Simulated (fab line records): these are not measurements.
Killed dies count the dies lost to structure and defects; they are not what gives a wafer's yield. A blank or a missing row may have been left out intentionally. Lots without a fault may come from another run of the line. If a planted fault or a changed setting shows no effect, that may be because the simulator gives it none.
What tool caused it?	flow n5Finfet	72 wafers from 24 lots sampled at 6 of the route's 1938 steps

WHAT THE GAUGES SHOWED, per wafer
No reading from a measuring or inspecting step in the record can be judged against a usual standard deviation.

WHICH TOOL RAN EACH LOT (tool, then ch and the chambers of the sampled wafers, then the start)
lot	N5_BEOL_M5_ILD_DEP_00	N5_BEOL_M5_STRIP_64	N5_BEOL_M5_STRIP_19	N5_BEOL_M5_VIA_ETCH_34	N5_BEOL_M5_PRE_CLEAN_45	N5_BEOL_M5_SPUTTER_48
L074	pecvd-01 ch 0,1, day 7 23:05	rieDiel-06 ch 1,2,3, day 8 00:41	rieDiel-02 ch 1,2,3, day 8 00:55	rieDiel-02 ch 1,2,3, day 8 03:05	pvdSputter-03, day 8 04:19	pvdSputter-03, day 8 05:04
L075	pecvd-01 ch 0,2, day 8 09:10	rieDiel-06 ch 2,3, day 8 11:43	rieDiel-02 ch 0,1, day 8 11:58	rieDiel-02 ch 1,2, day 8 13:20	pvdSputter-01, day 8 15:40	pvdSputter-01, day 8 16:28
L076	pecvd-01 ch 0,1, day 8 13:33	rieDiel-01 ch 0,1,3, day 8 17:25	rieDiel-01 ch 0,2,3, day 8 17:34	rieDiel-02 ch 1,2,3, day 8 20:03	pvdSputter-01, day 8 21:04	pvdSputter-01, day 8 21:35
L077	pecvd-03 ch 0,2, day 8 15:31	rieDiel-02 ch 0,2,3, day 8 17:27	rieDiel-01 ch 1,2,3, day 8 17:36	rieDiel-01 ch 0,1, day 8 20:37	pvdSputter-02, day 8 21:26	pvdSputter-03, day 8 23:41
L078	pecvd-03 ch 0,1, day 8 22:27	rieDiel-02 ch 0,2,3, day 9 01:50	rieDiel-06 ch 2,3, day 9 02:05	rieDiel-06 ch 1,3, day 9 04:59	pvdSputter-02, day 9 06:02	pvdSputter-02, day 9 06:38
L079	pecvd-04 ch 0,1, day 9 10:56	rieDiel-01 ch 0,2,3, day 9 12:31	rieDiel-02 ch 0,2,3, day 9 12:45	rieDiel-06 ch 0,2, day 9 14:34	pvdSputter-03, day 9 15:53	pvdSputter-01, day 9 16:24
L081	pecvd-03 ch 1,2, day 9 20:56	rieDiel-06 ch 0,2,3, day 10 00:39	rieDiel-02 ch 1,2,3, day 10 00:58	rieDiel-02 ch 0,1,3, day 10 03:19	pvdSputter-03, day 10 04:45	pvdSputter-01, day 10 05:25
L080	pecvd-04 ch 0,1, day 9 21:13	rieDiel-01 ch 0,2, day 10 00:43	rieDiel-06 ch 0,3, day 10 00:56	rieDiel-01 ch 0,1, day 10 03:17	pvdSputter-03, day 10 04:15	pvdSputter-03, day 10 04:58
L082	pecvd-03 ch 0,1,2, day 10 04:34	rieDiel-06 ch 0,2,3, day 10 06:10	rieDiel-02 ch 0,1,3, day 10 06:19	rieDiel-06 ch 0,2,3, day 10 08:58	pvdSputter-02, day 10 10:04	pvdSputter-02, day 10 11:29
L083	pecvd-04 ch 0, day 10 04:44	rieDiel-01 ch 2,3, day 10 06:55	rieDiel-01 ch 1,2,3, day 10 07:08	rieDiel-02 ch 0,1, day 10 08:43	pvdSputter-02, day 10 09:41	pvdSputter-03, day 10 10:22
L084	pecvd-03 ch 0,2, day 10 21:38	rieDiel-01 ch 1,3, day 11 00:38	rieDiel-06 ch 0,1,3, day 11 00:47	rieDiel-06 ch 0,2,3, day 11 02:38	pvdSputter-01, day 11 03:41	pvdSputter-01, day 11 04:23
L085	pecvd-03 ch 0,2, day 11 04:16	rieDiel-01 ch 1,3, day 11 07:18	rieDiel-01 ch 0,1, day 11 07:27	rieDiel-02 ch 1,3, day 11 08:15	pvdSputter-03, day 11 09:08	pvdSputter-02, day 11 09:41
L086	pecvd-04 ch 0,1, day 11 04:23	rieDiel-06 ch 1,2,3, day 11 07:28	rieDiel-06 ch 1,3, day 11 07:37	rieDiel-06 ch 1,2, day 11 08:44	pvdSputter-03, day 11 09:35	pvdSputter-01, day 11 11:48
L087	pecvd-01 ch 0,1,2, day 11 08:25	rieDiel-06 ch 1,2,3, day 11 10:06	rieDiel-01 ch 1,2,3, day 11 10:15	rieDiel-06 ch 2,3, day 11 12:53	pvdSputter-03, day 11 14:06	pvdSputter-02, day 11 14:49
L088	pecvd-01 ch 1,2, day 11 13:35	rieDiel-01 ch 1,3, day 11 15:20	rieDiel-02 ch 0,2, day 11 15:29	rieDiel-02 ch 1,2, day 11 16:11	pvdSputter-03, day 11 17:28	pvdSputter-03, day 11 18:09
L089	pecvd-03 ch 0,2, day 12 01:55	rieDiel-01 ch 0,1,3, day 12 05:32	rieDiel-06 ch 0,1,2, day 12 05:48	rieDiel-01 ch 2,3, day 12 06:37	pvdSputter-02, day 12 08:49	pvdSputter-03, day 12 09:22
L090	pecvd-03 ch 1,2, day 12 08:25	rieDiel-01 ch 0,1, day 12 10:06	rieDiel-06 ch 0,2, day 12 10:19	rieDiel-06 ch 1,2,3, day 12 12:07	pvdSputter-02, day 12 13:20	pvdSputter-03, day 12 13:55
L091	pecvd-03 ch 0,1, day 12 11:08	rieDiel-01 ch 0,1, day 12 13:46	rieDiel-01 ch 2,3, day 12 13:55	rieDiel-01 ch 2,3, day 12 17:05	pvdSputter-02, day 12 17:54	pvdSputter-03, day 12 19:55
L093	pecvd-04 ch 0,2, day 12 11:21	rieDiel-06 ch 1,2,3, day 12 14:18	rieDiel-01 ch 0,1,3, day 12 14:28	rieDiel-06 ch 0,1,3, day 12 17:43	pvdSputter-02, day 12 20:19	pvdSputter-02, day 12 21:11
L092	pecvd-04 ch 0,2, day 12 14:19	rieDiel-02 ch 0,1, day 12 17:52	rieDiel-01 ch 0,1, day 12 18:11	rieDiel-06 ch 0,1,2, day 12 20:27	pvdSputter-01, day 12 21:35	pvdSputter-03, day 13 00:21
L094	pecvd-01 ch 1,2, day 13 19:13	rieDiel-02 ch 0,3, day 13 21:31	rieDiel-02 ch 0,1, day 13 21:41	rieDiel-01 ch 0,3, day 13 23:44	pvdSputter-02, day 14 00:42	pvdSputter-01, day 14 01:44
L095	pecvd-01 ch 0,1,2, day 13 22:02	rieDiel-02 ch 0,3, day 14 00:50	rieDiel-02 ch 0,1,2, day 14 00:59	rieDiel-01 ch 0,1,3, day 14 12:11	pvdSputter-02, day 14 13:00	pvdSputter-01, day 14 13:34
L096	pecvd-03 ch 0,1,2, day 14 01:44	rieDiel-06 ch 0,2,3, day 14 03:56	rieDiel-06 ch 0,1,2, day 14 04:05	rieDiel-06 ch 0,1,2, day 14 05:38	pvdSputter-01, day 14 06:26	pvdSputter-02, day 14 07:02
L097	pecvd-01 ch 0,1, day 15 00:01	rieDiel-02 ch 0,1,2, day 15 01:45	rieDiel-02 ch 0,1, day 15 01:55	rieDiel-02 ch 0,1,2, day 15 05:05	pvdSputter-01, day 15 06:13	pvdSputter-01, day 15 06:59
- N5_BEOL_M5_ILD_DEP_00: deposits SiCOH lowk from DEMS/porogen, target thk 140.64 nm, time 25.9 s.
- N5_BEOL_M5_STRIP_64: strips in CF4.
- N5_BEOL_M5_STRIP_19: strips in O2.
- N5_BEOL_M5_VIA_ETCH_34: etches SiCOH lowk in C4F6/O2, target depth 88.3 nm, time 39.2 s.
- N5_BEOL_M5_PRE_CLEAN_45: time 30 s.
- N5_BEOL_M5_SPUTTER_48: material Cu, target thk 15 nm, time 27.62 s.

AS READ BY THE TOOLS THEMSELVES (means over the sampled wafers that have a number; for cases with no such wafer, the mark the record gives instead)
N5_BEOL_M5_ILD_DEP_00.
lot	tool	heaterPowerW (W)	showerheadPlenumPTorr (Torr)	throttleValvePct (%)
L074	pecvd-01	278	5.751	13.5
L075	pecvd-01	347	5.746	13.3
L076	pecvd-01	289	5.754	13.0
L077	pecvd-03	298	5.747	14.1
L078	pecvd-03	277	5.742	14.6
L079	pecvd-04	295	5.762	14.0
L081	pecvd-03	256	5.729	14.0
L080	pecvd-04	310	5.761	14.3
L082	pecvd-03	311	5.732	14.2
L083	pecvd-04	298	5.762	14.3
L084	pecvd-03	305	5.741	14.2
L085	pecvd-03	312	5.746	14.0
L086	pecvd-04	301	5.756	14.2
L087	pecvd-01	321	5.753	13.5
L088	pecvd-01	344	5.738	13.9
L089	pecvd-03	286	5.736	14.1
L090	pecvd-03	289	5.736	14.1
L091	pecvd-03	275	5.741	14.8
L093	pecvd-04	247	5.742	13.6
L092	pecvd-04	258	5.743	13.9
L094	pecvd-01	324	5.753	14.0
L095	pecvd-01	318	5.751	13.4
L096	pecvd-03	317	5.738	14.2
L097	pecvd-01	301	5.750	13.6

N5_BEOL_M5_STRIP_64.
lot	tool	drypumpMotorCurrentA (A)	oesProductAu (a.u.)	rfVppV (V)	showerheadPlenumPTorr (Torr)	throttleValvePct (%)
L074	rieDiel-06	5.4	0.75	272.6	1.81	13.56
L075	rieDiel-06	5.3	0.76	272.0	1.85	13.64
L076	rieDiel-01	5.9	0.83	272.0	1.82	13.55
L077	rieDiel-02	6.0	0.69	271.1	1.77	13.87
L078	rieDiel-02	6.0	0.68	269.8	1.77	13.87
L079	rieDiel-01	5.6	0.76	271.6	1.83	13.61
L081	rieDiel-06	5.5	0.82	271.2	1.81	13.48
L080	rieDiel-01	5.5	0.73	271.4	1.79	13.57
L082	rieDiel-06	5.5	0.82	270.7	1.81	13.48
L083	rieDiel-01	5.8	0.77	273.2	1.85	13.51
L084	rieDiel-01	6.1	0.82	272.8	1.85	13.50
L085	rieDiel-01	6.1	0.81	271.7	1.84	13.51
L086	rieDiel-06	5.4	0.82	271.6	1.80	13.42
L087	rieDiel-06	5.4	0.82	271.4	1.80	13.43
L088	rieDiel-01	6.1	0.81	272.0	1.84	13.51
L089	rieDiel-01	5.9	0.80	270.4	1.81	13.61
L090	rieDiel-01	5.7	0.79	270.9	1.79	13.71
L091	rieDiel-01	6.0	0.81	269.9	1.77	13.57
L093	rieDiel-06	5.4	0.82	271.2	1.80	13.45
L092	rieDiel-02	5.7	0.85	271.4	1.82	13.52
L094	rieDiel-02	6.1	0.91	273.0	1.84	13.49
L095	rieDiel-02	6.1	0.91	272.3	1.84	13.48
L096	rieDiel-06	5.5	0.78	271.6	1.80	13.55
L097	rieDiel-02	5.6	0.75	271.6	1.81	13.66

N5_BEOL_M5_STRIP_19.
lot	tool	drypumpMotorCurrentA (A)	oesProductAu (a.u.)	rfVppV (V)	showerheadPlenumPTorr (Torr)	throttleValvePct (%)
L074	rieDiel-02	5.8	0.73	3.6	2.09	16.68
L075	rieDiel-02	5.7	0.71	3.3	1.98	16.91
L076	rieDiel-01	5.6	0.78	4.1	2.14	16.67
L077	rieDiel-01	6.0	0.81	4.1	2.11	16.49
L078	rieDiel-06	5.3	0.77	3.7	2.15	16.72
L079	rieDiel-02	6.0	0.69	3.4	2.07	16.95
L081	rieDiel-02	5.8	0.71	3.4	2.08	16.72
L080	rieDiel-06	5.8	0.93	3.8	2.09	16.47
L082	rieDiel-02	5.8	0.69	3.8	2.02	16.82
L083	rieDiel-01	6.0	0.79	3.9	2.11	16.50
L084	rieDiel-06	5.6	0.92	3.4	2.09	16.42
L085	rieDiel-01	6.1	0.82	3.5	2.07	16.68
L086	rieDiel-06	5.5	0.92	3.8	2.09	16.36
L087	rieDiel-01	6.0	0.78	3.6	2.10	16.53
L088	rieDiel-02	5.9	0.87	4.2	2.21	16.80
L089	rieDiel-06	5.5	0.85	3.8	2.10	16.60
L090	rieDiel-06	5.7	0.84	3.5	2.10	16.67
L091	rieDiel-01	5.8	0.76	4.1	2.16	16.61
L093	rieDiel-01	5.9	0.79	3.8	2.13	16.75
L092	rieDiel-01	6.1	0.81	3.7	2.07	16.69
L094	rieDiel-02	5.6	0.85	3.9	2.15	16.70
L095	rieDiel-02	5.6	0.76	3.0	2.13	16.74
L096	rieDiel-06	5.5	0.82	3.5	2.09	16.62
L097	rieDiel-02	5.4	0.78	3.4	2.07	16.62

N5_BEOL_M5_VIA_ETCH_34.
lot	tool	drypumpMotorCurrentA (A)	oesProductAu (a.u.)	rfVppV (V)	showerheadPlenumPTorr (Torr)	throttleValvePct (%)
L074	rieDiel-02	5.8	0.72	650	2.82	20.76
L075	rieDiel-02	5.4	0.74	650	2.79	20.64
L076	rieDiel-02	5.8	0.71	650	2.82	20.77
L077	rieDiel-01	5.8	0.82	670	2.85	21.03
L078	rieDiel-06	5.5	0.73	670	2.84	20.79
L079	rieDiel-06	5.7	0.88	660	2.85	20.83
L081	rieDiel-02	5.8	0.69	654	2.74	20.99
L080	rieDiel-01	6.1	0.83	672	2.82	20.93
L082	rieDiel-06	5.5	0.84	662	2.88	20.86
L083	rieDiel-02	5.4	0.72	653	2.72	20.87
L084	rieDiel-06	5.5	0.83	663	2.88	20.86
L085	rieDiel-02	5.6	0.70	646	2.75	20.69
L086	rieDiel-06	5.4	0.88	671	2.86	20.76
L087	rieDiel-06	5.3	0.75	667	2.93	21.07
L088	rieDiel-02	5.6	0.71	653	2.84	20.80
L089	rieDiel-01	5.7	0.74	659	2.87	20.74
L090	rieDiel-06	5.4	0.84	669	2.88	20.84
L091	rieDiel-01	5.7	0.73	659	2.87	20.75
L093	rieDiel-06	5.6	0.89	664	2.82	20.63
L092	rieDiel-06	5.5	0.83	666	2.84	20.82
L094	rieDiel-01	5.7	0.77	662	2.92	20.91
L095	rieDiel-01	5.9	0.79	667	2.86	20.94
L096	rieDiel-06	5.5	0.82	665	2.84	20.84
L097	rieDiel-02	5.6	0.77	660	2.88	20.94

N5_BEOL_M5_PRE_CLEAN_45.
lot	tool	heaterPowerW (W)
L074	pvdSputter-03	322
L075	pvdSputter-01	331
L076	pvdSputter-01	321
L077	pvdSputter-02	337
L078	pvdSputter-02	360
L079	pvdSputter-03	314
L081	pvdSputter-03	318
L080	pvdSputter-03	311
L082	pvdSputter-02	344
L083	pvdSputter-02	368
L084	pvdSputter-01	335
L085	pvdSputter-03	310
L086	pvdSputter-03	311
L087	pvdSputter-03	323
L088	pvdSputter-03	312
L089	pvdSputter-02	420
L090	pvdSputter-02	369
L091	pvdSputter-02	371
L093	pvdSputter-02	400
L092	pvdSputter-01	325
L094	pvdSputter-02	275
L095	pvdSputter-02	305
L096	pvdSputter-01	319
L097	pvdSputter-01	323

N5_BEOL_M5_SPUTTER_48.
lot	tool	chamberPressurePa (Pa)	throttleValvePct (%)
L074	pvdSputter-03	0.07000	30.0
L075	pvdSputter-01	0.06992	29.4
L076	pvdSputter-01	0.06998	28.9
L077	pvdSputter-03	0.06999	30.2
L078	pvdSputter-02	0.06998	30.1
L079	pvdSputter-01	0.07006	29.2
L081	pvdSputter-01	0.06995	29.3
L080	pvdSputter-03	0.07013	30.1
L082	pvdSputter-02	0.07002	30.3
L083	pvdSputter-03	0.06997	30.2
L084	pvdSputter-01	0.07009	29.4
L085	pvdSputter-02	0.06990	30.5
L086	pvdSputter-01	0.07002	28.4
L087	pvdSputter-02	0.06984	30.4
L088	pvdSputter-03	0.06999	30.4
L089	pvdSputter-03	0.07010	30.2
L090	pvdSputter-03	0.07004	30.6
L091	pvdSputter-03	0.07001	30.8
L093	pvdSputter-02	0.07004	30.2
L092	pvdSputter-03	0.06999	30.8
L094	pvdSputter-01	0.07020	29.8
L095	pvdSputter-01	0.07015	29.2
L096	pvdSputter-02	0.06990	30.5
L097	pvdSputter-01	0.06996	28.9

THE ANSWER, worked out from the rows above alone
Rule: usual is defined by the lots themselves. The widest of any qualifying gaps counts: lots, ordered by their means at a reading, are off when they make up no more than a third of the lots, leave a main group of 4 or more, and stand apart from it by 3 or more times the standard deviation of that group's means. A main group is skipped when, at the precision printed for the reading in the tables above, its means are all equal. Also off: a lot with no number at a reading for which 4 or more lots have one. The other lots that the step has rows for count as sound. After the gauges, taken in route order, come the tools' own readings; for these a lot's mean is taken, as printed above. The first step at which some lot is off is used, and at that step the reading that is off furthest; a lot without a number counts as furthest.
Across all readings shown, no lot is off: no conclusion can be drawn from this.

WHAT HAD BEEN PUT IN BY THE SIMULATOR
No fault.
